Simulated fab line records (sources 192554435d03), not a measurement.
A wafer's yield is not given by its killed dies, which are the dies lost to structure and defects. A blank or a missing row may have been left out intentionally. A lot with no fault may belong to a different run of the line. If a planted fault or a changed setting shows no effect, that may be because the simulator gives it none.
Which tool did it? / flow n5Finfet / 36 wafers from 12 lots sampled at 5 of the route's 1938 steps

## WHAT THE GAUGES READ, wafer by wafer
N5_MOL_CONTACT_COAG_CD_MEAS_40 targets a cd of 25.1 nm.
lot=L075; measured=day 5 12:02; on=cdSem-01; cdNm (nm)=25.46 25.24 25.49
lot=L077; measured=day 5 20:12; on=cdSem-02; cdNm (nm)=25.00 25.60 25.24
lot=L079; measured=day 6 10:16; on=cdSem-01; cdNm (nm)=24.75 24.95 25.17
lot=L081; measured=day 7 11:31; on=cdSem-01; cdNm (nm)=25.18 25.38 25.22
lot=L084; measured=day 7 17:57; on=cdSem-02; cdNm (nm)=25.13 25.65 25.27
lot=L085; measured=day 8 06:29; on=cdSem-01; cdNm (nm)=25.60 25.11 25.56
lot=L087; measured=day 8 20:58; on=cdSem-03; cdNm (nm)=25.52 25.12 24.81
lot=L089; measured=day 9 01:47; on=cdSem-01; cdNm (nm)=25.01 25.18 24.89
lot=L091; measured=day 10 00:23; on=cdSem-03; cdNm (nm)=24.59 24.73 24.69
lot=L093; measured=day 10 08:19; on=cdSem-01; cdNm (nm)=25.40 24.92 25.19
lot=L095; measured=day 10 14:31; on=cdSem-01; cdNm (nm)=25.17 25.19 25.31
lot=L097; measured=day 11 02:50; on=cdSem-03; cdNm (nm)=24.94 25.61 25.18

## EACH LOT AND THE TOOL THAT RAN IT (in order: tool; ch and the chambers of the sampled wafers; start)
lot=L075; N5_MOL_CONTACT_COAG_SIL_ANNEAL_21=rtpAnneal-02 ch 0, day 5 03:34; N5_MOL_CONTACT_COAG_CO_FILL_22=cvdCo-01 ch 0,1, day 5 04:45; N5_MOL_CONTACT_COAG_DESCUM_88=rieDiel-04 ch 1,2, day 5 10:54; N5_MOL_CONTACT_COAG_ETCHBACK_135=rieDiel-01 ch 0,1,3, day 5 11:20
lot=L077; N5_MOL_CONTACT_COAG_SIL_ANNEAL_21=rtpAnneal-02 ch 0, day 5 11:42; N5_MOL_CONTACT_COAG_CO_FILL_22=cvdCo-02 ch 0,1,2, day 5 12:14; N5_MOL_CONTACT_COAG_DESCUM_88=rieDiel-01 ch 0,1,2, day 5 18:56; N5_MOL_CONTACT_COAG_ETCHBACK_135=rieDiel-01 ch 0,1,2, day 5 19:23
lot=L079; N5_MOL_CONTACT_COAG_SIL_ANNEAL_21=rtpAnneal-02 ch 0, day 6 00:50; N5_MOL_CONTACT_COAG_CO_FILL_22=cvdCo-02 ch 0,2, day 6 01:53; N5_MOL_CONTACT_COAG_DESCUM_88=rieDiel-01 ch 0,1,2, day 6 09:01; N5_MOL_CONTACT_COAG_ETCHBACK_135=rieDiel-01 ch 0,3, day 6 09:28
lot=L081; N5_MOL_CONTACT_COAG_SIL_ANNEAL_21=rtpAnneal-02 ch 0, day 7 01:47; N5_MOL_CONTACT_COAG_CO_FILL_22=cvdCo-01 ch 0,1, day 7 02:09; N5_MOL_CONTACT_COAG_DESCUM_88=rieDiel-01 ch 0,1, day 7 10:23; N5_MOL_CONTACT_COAG_ETCHBACK_135=rieDiel-03 ch 0,1,3, day 7 10:50
lot=L084; N5_MOL_CONTACT_COAG_SIL_ANNEAL_21=rtpAnneal-01 ch 0, day 7 07:26; N5_MOL_CONTACT_COAG_CO_FILL_22=cvdCo-01 ch 1,2, day 7 09:27; N5_MOL_CONTACT_COAG_DESCUM_88=rieDiel-04 ch 2,3, day 7 16:42; N5_MOL_CONTACT_COAG_ETCHBACK_135=rieDiel-04 ch 0,1,2, day 7 17:08
lot=L085; N5_MOL_CONTACT_COAG_SIL_ANNEAL_21=rtpAnneal-01 ch 0, day 7 17:50; N5_MOL_CONTACT_COAG_CO_FILL_22=cvdCo-02 ch 0,2, day 7 18:43; N5_MOL_CONTACT_COAG_DESCUM_88=rieDiel-04 ch 0,1,2, day 8 04:47; N5_MOL_CONTACT_COAG_ETCHBACK_135=rieDiel-03 ch 0,1,2, day 8 05:38
lot=L087; N5_MOL_CONTACT_COAG_SIL_ANNEAL_21=rtpAnneal-01 ch 0, day 8 07:33; N5_MOL_CONTACT_COAG_CO_FILL_22=cvdCo-01 ch 0,2, day 8 08:26; N5_MOL_CONTACT_COAG_DESCUM_88=rieDiel-04 ch 0,2,3, day 8 16:58; N5_MOL_CONTACT_COAG_ETCHBACK_135=rieDiel-01 ch 0,1,2, day 8 17:40
lot=L089; N5_MOL_CONTACT_COAG_SIL_ANNEAL_21=rtpAnneal-02 ch 0, day 8 14:55; N5_MOL_CONTACT_COAG_CO_FILL_22=cvdCo-01 ch 0,1, day 8 15:19; N5_MOL_CONTACT_COAG_DESCUM_88=rieDiel-01 ch 0,1,3, day 9 00:34; N5_MOL_CONTACT_COAG_ETCHBACK_135=rieDiel-01 ch 0,1,3, day 9 01:06
lot=L091; N5_MOL_CONTACT_COAG_SIL_ANNEAL_21=rtpAnneal-01 ch 0, day 9 13:41; N5_MOL_CONTACT_COAG_CO_FILL_22=cvdCo-01 ch 0,2, day 9 15:58; N5_MOL_CONTACT_COAG_DESCUM_88=rieDiel-01 ch 0,1, day 9 22:55; N5_MOL_CONTACT_COAG_ETCHBACK_135=rieDiel-03 ch 0,1,2, day 9 23:35
lot=L093; N5_MOL_CONTACT_COAG_SIL_ANNEAL_21=rtpAnneal-02 ch 0, day 9 22:58; N5_MOL_CONTACT_COAG_CO_FILL_22=cvdCo-01 ch 0,1,2, day 10 01:34; N5_MOL_CONTACT_COAG_DESCUM_88=rieDiel-04 ch 0,2,3, day 10 07:11; N5_MOL_CONTACT_COAG_ETCHBACK_135=rieDiel-04 ch 0,2,3, day 10 07:38
lot=L095; N5_MOL_CONTACT_COAG_SIL_ANNEAL_21=rtpAnneal-01 ch 0, day 10 03:23; N5_MOL_CONTACT_COAG_CO_FILL_22=cvdCo-02 ch 0,2, day 10 05:19; N5_MOL_CONTACT_COAG_DESCUM_88=rieDiel-03 ch 0,1,2, day 10 13:23; N5_MOL_CONTACT_COAG_ETCHBACK_135=rieDiel-04 ch 1,3, day 10 13:50
lot=L097; N5_MOL_CONTACT_COAG_SIL_ANNEAL_21=rtpAnneal-01 ch 0, day 10 17:10; N5_MOL_CONTACT_COAG_CO_FILL_22=cvdCo-01 ch 1,2, day 10 17:41; N5_MOL_CONTACT_COAG_DESCUM_88=rieDiel-04 ch 0,2,3, day 11 01:29; N5_MOL_CONTACT_COAG_ETCHBACK_135=rieDiel-03 ch 1,2, day 11 02:08
- N5_MOL_CONTACT_COAG_SIL_ANNEAL_21: time 60 s.
- N5_MOL_CONTACT_COAG_CO_FILL_22: material Co, precursor CCTBA/H2, target thk 20 nm.
- N5_MOL_CONTACT_COAG_DESCUM_88: chemistry O2, time 7 s.
- N5_MOL_CONTACT_COAG_ETCHBACK_135: etches SiO2 in CHF3, target depth 25 nm, time 16.7 s.

## THE ANSWER, worked out from the rows above alone
Rule: the lots themselves supply what counts as usual. Put in order of their means at a reading, lots are off if they are a third of the lots or fewer, leave a main group of 4 or more, and stand apart from it by a gap of 3 or more times the standard deviation of the main group's means; of several such gaps the widest counts. A main group whose means are all the same, to the digits that the tables above print for the reading, isn't used. A lot without any number at a reading at which 4 lots or more have one is off too. Where the step has rows for the other lots, those lots are counted as sound.
No lot is off on any of the readings shown, so nothing can be concluded from this.

## WHAT HAD BEEN PUT IN BY THE SIMULATOR
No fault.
